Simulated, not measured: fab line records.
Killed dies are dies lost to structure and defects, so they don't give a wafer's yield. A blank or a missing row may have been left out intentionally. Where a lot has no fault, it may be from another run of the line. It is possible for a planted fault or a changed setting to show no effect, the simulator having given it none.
Chamber matching | flow nandHarc | NHARC_A_CHANNEL_FILL_D1_ALD_14 on aldHk-01 has 4 sister chambers
The step deposits SiO2, target thk 2.5 nm, pulse time 10 s, ald cycles 25. 14 wafers are shown with their chamber, then 6 later ones without.

WAFERS WITH THEIR CHAMBER
wafer  | chamber | heaterPowerW (W) | precursorPulseHeightRel
L911.1 | 2       | 502              | 0.971
L911.4 | 0       | 444              | 0.972
L911.5 | 0       | 440              | 1.005
L918.2 | 2       | 514              | 0.998
L918.5 | 2       | 510              | 1.006
L918.6 | 1       | 497              | 1.006
L920.1 | 3       | 451              | 1.005
L920.2 | 2       | 501              | 0.995
L920.6 | 1       | 493              | 1.030
L922.2 | 0       | 468              | 0.996
L922.4 | 3       | 472              | 1.019
L922.6 | 1       | 468              | 0.991
L923.2 | 3       | 456              | 1.014
L923.4 | 0       | 456              | 0.990

SIGNATURES, as means of the wafers listed above
reading                 | chamber 0 | chamber 1 | chamber 2 | chamber 3 | scatter within a chamber
heaterPowerW            | 452.00    | 486.00    | 506.75    | 459.67    | 11.5
precursorPulseHeightRel | 0.99075   | 1.00900   | 0.99250   | 1.01267   | 0.0146
Rule: distance of a wafer from a chamber = root of the sum over the readings of ((wafer's reading minus chamber's mean) / reading's scatter) squared. If the next closest chamber is less than 2 further off than the closest, the wafer can't be placed; otherwise it belongs to the closest. The scatter: take each reading less its chamber's mean, square it, sum over the shown wafers, divide by the number of wafers less the number of chambers, and take the root.

WAFERS WHOSE CHAMBER IS MISSING
wafer  | heaterPowerW (W) | precursorPulseHeightRel
L923.5 | 466              | 1.016
L926.3 | 479              | 1.042
L926.6 | 457              | 1.027
L933.1 | 479              | 0.987
L933.3 | 486              | 0.989
L933.5 | 471              | 0.977

WHICH CHAMBER EACH ONE RAN IN
wafer  | from the rows above               | in truth
L923.5 | can't be placed: 3 or 1 or 0      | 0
L926.3 | can't be placed: 1 or 3 or 2 or 0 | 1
L926.6 | can't be placed: 3 or 0 or 1      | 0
L933.1 | can't be placed: 1 or 0 or 3 or 2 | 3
L933.3 | can't be placed: 1 or 2 or 3 or 0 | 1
L933.5 | can't be placed: 0 or 1 or 3 or 2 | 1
Correct placement for 0 of the 6. Cannot be placed on the basis of these rows: 6; the candidates contain the true chamber in 6. Wrongly placed: 0.
